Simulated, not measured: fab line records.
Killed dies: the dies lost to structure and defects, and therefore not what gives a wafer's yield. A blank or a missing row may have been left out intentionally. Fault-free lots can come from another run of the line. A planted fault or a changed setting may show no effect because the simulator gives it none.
Chamber matching    flow n5_finfet    N5_BEOL_M5_DESCUM_33 on rie_diel-03: 4 sister chambers
The step chemistry O2, time 7 s. 18 wafers are shown with their chamber, then 9 later ones without.

== WAFERS, EACH WITH ITS CHAMBER ==
wafer   chamber  drypump_motor_current_A (A)  showerhead_plenum_p_Torr (Torr)  throttle_valve_pct (%)
L074.1  2        5.3                          1.98                             20.63
L074.3  0        4.7                          2.05                             20.21
L074.5  1        6.0                          2.15                             20.50
L077.2  0        4.8                          2.05                             20.21
L077.5  3        5.5                          2.23                             20.26
L077.6  0        4.8                          2.05                             20.21
L078.1  1        6.0                          2.15                             20.52
L078.4  3        5.5                          2.23                             20.25
L078.6  2        5.3                          1.98                             20.65
L084.2  0        4.7                          2.04                             20.26
L084.4  2        5.3                          2.23                             20.39
L084.5  0        4.7                          2.04                             20.28
L083.3  0        4.8                          2.03                             20.27
L083.4  3        5.5                          2.22                             20.32
L083.5  0        4.7                          2.03                             20.27
L090.2  1        6.0                          2.14                             20.20
L090.3  0        4.8                          2.03                             20.28
L090.6  1        6.1                          2.14                             20.19

SIGNATURES (means of the wafers above)
reading                   chamber 0  chamber 1  chamber 2  chamber 3  scatter within a chamber
drypump_motor_current_A   4.750      6.025      5.300      5.500      0.0443
showerhead_plenum_p_Torr  2.0400     2.1450     2.0633     2.2267     0.0551
throttle_valve_pct        20.2488    20.3525    20.5567    20.2767    0.104
Rule: a wafer lies at a distance from a chamber equal to the root of the sum of squares, over the readings, of (its reading less the chamber's mean, divided by the reading's scatter). The wafer belongs to the nearest chamber; if the next one is less than 2 further off, it can't be placed. How the scatter is found: for the shown wafers, subtract from each reading the mean of its chamber, square and add these, divide the total by (wafers less chambers), then take the root.

== WAFERS WITHOUT THEIR CHAMBER ==
wafer   drypump_motor_current_A (A)  showerhead_plenum_p_Torr (Torr)  throttle_valve_pct (%)
L092.1  5.5                          2.22                             20.33
L092.2  6.1                          2.14                             20.21
L092.6  4.8                          2.03                             20.30
L094.1  5.3                          2.23                             20.39
L094.2  5.5                          2.22                             20.32
L094.3  4.8                          2.03                             20.29
L097.1  5.3                          2.22                             20.39
L097.2  5.5                          2.22                             20.33
L097.5  5.3                          2.22                             20.41

== EACH ONE'S CHAMBER ==
wafer   from the rows above      in truth
L092.1  3                        3
L092.2  1                        1
L092.6  0                        0
L094.1  can't be placed: 2 or 3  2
L094.2  3                        3
L094.3  0                        0
L097.1  can't be placed: 2 or 3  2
L097.2  3                        3
L097.5  can't be placed: 2 or 3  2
6 of 9 placed correctly. Not placeable from these rows: 3 (in 3, the candidates include the true chamber). Number placed wrongly: 0.
